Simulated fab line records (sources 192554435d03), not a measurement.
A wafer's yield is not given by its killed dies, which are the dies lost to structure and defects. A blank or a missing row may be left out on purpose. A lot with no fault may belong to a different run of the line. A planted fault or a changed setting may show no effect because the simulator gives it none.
Chamber matching | flow n5Finfet | N5_GATE_CUT_STRIP_42 on rieDiel-06: 4 sister chambers
The step strips in O2. 16 wafers are shown with their chamber, then 8 later ones without.

## WAFERS PAIRED WITH THEIR CHAMBERS
wafer  | chamber | drypumpMotorCurrentA (A) | showerheadPlenumPTorr (Torr) | oesProductAu (a.u.)
L076.3 | 3       | 6.0                      | 2.04                         | 0.82
L076.4 | 1       | 6.2                      | 2.06                         | 0.99
L076.5 | 0       | 5.5                      | 1.99                         | 0.69
L081.2 | 0       | 5.5                      | 1.98                         | 0.70
L081.3 | 1       | 6.2                      | 2.06                         | 0.95
L081.5 | 1       | 6.2                      | 2.06                         | 0.96
L083.1 | 2       | 5.9                      | 2.13                         | 0.69
L083.3 | 1       | 6.2                      | 2.06                         | 0.94
L083.4 | 3       | 6.0                      | 2.04                         | 0.79
L085.1 | 3       | 6.0                      | 2.04                         | 0.78
L085.2 | 1       | 6.2                      | 2.06                         | 0.92
L085.3 | 2       | 5.9                      | 2.13                         | 0.67
L087.2 | 0       | 5.4                      | 1.98                         | 0.69
L087.3 | 2       | 5.9                      | 2.12                         | 0.69
L087.4 | 1       | 6.2                      | 2.06                         | 0.92
L096.1 | 1       | 6.2                      | 2.05                         | 0.87

SIGNATURES, as means of the wafers listed above
reading               | chamber 0 | chamber 1 | chamber 2 | chamber 3 | scatter within a chamber
drypumpMotorCurrentA  | 5.467     | 6.200     | 5.900     | 6.000     | 0.0236
showerheadPlenumPTorr | 1.9833    | 2.0586    | 2.1267    | 2.0400    | 0.00427
oesProductAu          | 0.6933    | 0.9357    | 0.6833    | 0.7967    | 0.0285
Rule: distance of a wafer from a chamber = root of the sum over the readings of ((wafer's reading minus chamber's mean) / reading's scatter) squared. The wafer belongs to the nearest chamber; if the next one is less than 2 further off, it can't be placed. How the scatter is found: for the shown wafers, subtract from each reading the mean of its chamber, square and add these, divide the total by (wafers less chambers), then take the root.

## WAFERS MISSING THEIR CHAMBER
wafer  | drypumpMotorCurrentA (A) | showerheadPlenumPTorr (Torr) | oesProductAu (a.u.)
L096.4 | 5.4                      | 1.97                         | 0.67
L096.6 | 6.0                      | 2.03                         | 0.75
L097.1 | 6.0                      | 2.03                         | 0.76
L097.2 | 5.9                      | 2.12                         | 0.96
L097.3 | 6.2                      | 2.05                         | 0.88
L097.4 | 5.5                      | 1.97                         | 0.68
L097.5 | 6.0                      | 2.03                         | 0.76
L097.6 | 5.9                      | 2.12                         | 0.96

## WHICH CHAMBER EACH ONE RAN IN
wafer  | from the rows above | in truth
L096.4 | 0                   | 0
L096.6 | 3                   | 3
L097.1 | 3                   | 3
L097.2 | 2                   | 2
L097.3 | 1                   | 1
L097.4 | 0                   | 0
L097.5 | 3                   | 3
L097.6 | 2                   | 2
Placed correctly: 8 of 8. Left unplaced by these rows: 0. Number placed wrongly: 0.
